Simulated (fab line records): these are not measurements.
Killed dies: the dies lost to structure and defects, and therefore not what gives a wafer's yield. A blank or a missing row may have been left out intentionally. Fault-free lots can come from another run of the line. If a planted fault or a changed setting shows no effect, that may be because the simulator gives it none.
Split-lot study || flow n5Finfet || 7 lots, 21 wafers read, on a route of 1938 steps

## THE SPLIT ITSELF
At N5_BEOL_M1_ETCH_64 (etches SOC in N2/H2, target depth 75 nm, overetch 15 nm, time 112.5 s), the setting biasW was moved away from the recipe's 150 W on 7 of the 21 wafers read, by +5.7% to +11.1%. The other wafers ran this setting at the recipe's value.

The reading is taken at the split's own step.

## THE READING
rfVppV, in V, at N5_BEOL_M1_ETCH_64 (etches SOC in N2/H2, target depth 75 nm, overetch 15 nm, time 112.5 s). Typical for fault-free wafers on this fab line: 524.0 V, with standard deviation 1.9 V.

{"wafer": "L075.1", "tool, chamber at the split": "rieDiel-05, 2", "biasW as run, W": 150, "against the recipe": "recipe", "rfVppV, V": 525.4, "against lot-mates on the recipe": "-"}
{"wafer": "L075.2", "tool, chamber at the split": "rieDiel-05, 1", "biasW as run, W": 150, "against the recipe": "recipe", "rfVppV, V": 522.2, "against lot-mates on the recipe": "-"}
{"wafer": "L075.4", "tool, chamber at the split": "rieDiel-05, 0", "biasW as run, W": 166.7, "against the recipe": "+11.1%", "rfVppV, V": 563.2, "against lot-mates on the recipe": "+39.4"}
{"wafer": "L080.3", "tool, chamber at the split": "rieDiel-04, 0", "biasW as run, W": 150, "against the recipe": "recipe", "rfVppV, V": 524.5, "against lot-mates on the recipe": "-"}
{"wafer": "L080.5", "tool, chamber at the split": "rieDiel-04, 0", "biasW as run, W": 150, "against the recipe": "recipe", "rfVppV, V": 522.9, "against lot-mates on the recipe": "-"}
{"wafer": "L080.6", "tool, chamber at the split": "rieDiel-04, 2", "biasW as run, W": 150, "against the recipe": "recipe", "rfVppV, V": 519.5, "against lot-mates on the recipe": "-"}
{"wafer": "L082.1", "tool, chamber at the split": "rieDiel-05, 0", "biasW as run, W": 161.1, "against the recipe": "+7.4%", "rfVppV, V": 548.8, "against lot-mates on the recipe": "+25.2"}
{"wafer": "L082.3", "tool, chamber at the split": "rieDiel-05, 1", "biasW as run, W": 161.1, "against the recipe": "+7.4%", "rfVppV, V": 548.9, "against lot-mates on the recipe": "+25.3"}
{"wafer": "L082.4", "tool, chamber at the split": "rieDiel-05, 2", "biasW as run, W": 150, "against the recipe": "recipe", "rfVppV, V": 523.6, "against lot-mates on the recipe": "-"}
{"wafer": "L084.2", "tool, chamber at the split": "rieDiel-03, 3", "biasW as run, W": 150, "against the recipe": "recipe", "rfVppV, V": 526.8, "against lot-mates on the recipe": "-"}
{"wafer": "L084.3", "tool, chamber at the split": "rieDiel-03, 0", "biasW as run, W": 150, "against the recipe": "recipe", "rfVppV, V": 520.7, "against lot-mates on the recipe": "-"}
{"wafer": "L084.4", "tool, chamber at the split": "rieDiel-03, 3", "biasW as run, W": 150, "against the recipe": "recipe", "rfVppV, V": 525.8, "against lot-mates on the recipe": "-"}
{"wafer": "L091.1", "tool, chamber at the split": "rieDiel-04, 2", "biasW as run, W": 150, "against the recipe": "recipe", "rfVppV, V": 518.5, "against lot-mates on the recipe": "-"}
{"wafer": "L091.3", "tool, chamber at the split": "rieDiel-04, 1", "biasW as run, W": 165.9, "against the recipe": "+10.6%", "rfVppV, V": 558.8, "against lot-mates on the recipe": "+40.3"}
{"wafer": "L091.6", "tool, chamber at the split": "rieDiel-04, 1", "biasW as run, W": 165.9, "against the recipe": "+10.6%", "rfVppV, V": 560.6, "against lot-mates on the recipe": "+42.1"}
{"wafer": "L092.1", "tool, chamber at the split": "rieDiel-03, 1", "biasW as run, W": 158.6, "against the recipe": "+5.7%", "rfVppV, V": 542.6, "against lot-mates on the recipe": "+20.5"}
{"wafer": "L092.5", "tool, chamber at the split": "rieDiel-03, 0", "biasW as run, W": 150, "against the recipe": "recipe", "rfVppV, V": 522.1, "against lot-mates on the recipe": "-"}
{"wafer": "L092.6", "tool, chamber at the split": "rieDiel-03, 1", "biasW as run, W": 158.6, "against the recipe": "+5.7%", "rfVppV, V": 542.8, "against lot-mates on the recipe": "+20.7"}
{"wafer": "L095.3", "tool, chamber at the split": "rieDiel-03, 0", "biasW as run, W": 150, "against the recipe": "recipe", "rfVppV, V": 522.8, "against lot-mates on the recipe": "-"}
{"wafer": "L095.4", "tool, chamber at the split": "rieDiel-03, 3", "biasW as run, W": 150, "against the recipe": "recipe", "rfVppV, V": 526.9, "against lot-mates on the recipe": "-"}
{"wafer": "L095.6", "tool, chamber at the split": "rieDiel-03, 2", "biasW as run, W": 150, "against the recipe": "recipe", "rfVppV, V": 524.9, "against lot-mates on the recipe": "-"}

THE FIT
A straight line over all 21 wafers: rfVppV changes by +3.47 V for each +1% of biasW; r = +0.99; the points scatter about the line by 2.2 V.
The same after taking each lot's own level away (the mean of its wafers on the recipe; 21 wafers): +3.68 V for each +1%; r = +0.99; scatter 1.9 V.
Per that fit: largest biasW move, reading shift of 41 V.
From 518.50 to 524.87 V: that is the span of the lots' own levels, equal to 3.4 times the standard deviation above.
Hence the lot-to-lot level has little effect on the slope; both slopes agree.
Check: for one of the wafers moved furthest among these (+11.1%), held out of the fit, the line's prediction against its lot-mates is +41.3 V. It came out at +39.4 V against them.
Tool readings at the split's step, against how far the setting was moved: rfVppV r = +0.99.

## OTHER SPLITS APPLIED TO THESE WAFERS
Other splits were also applied to these wafers ahead of the reading. Each is held against what the fit with the lots' levels taken away leaves over:
{"other split on the same wafers": "N5_BEOL_M0_SAQP_SPACER1_ALD_98 aldCycles", "wafers away from the commonest value": 6, "r with rfVppV (lot level and that fit taken away)": "+0.56"}
{"other split on the same wafers": "N5_BEOL_M0_SAQP_COAT_105 spinRpm", "wafers away from the commonest value": 6, "r with rfVppV (lot level and that fit taken away)": "+0.14"}
{"other split on the same wafers": "N5_BEOL_M1_HM_DEP_02 targetThkA", "wafers away from the commonest value": 7, "r with rfVppV (lot level and that fit taken away)": "+0.01"}
{"other split on the same wafers": "N5_BEOL_M1_EXPOSE_08 doseMj", "wafers away from the commonest value": 10, "r with rfVppV (lot level and that fit taken away)": -0.23}

## THE FILE'S OWN FIT
rfVppV changes by +3.64 V for each +1% of biasW, r = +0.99.
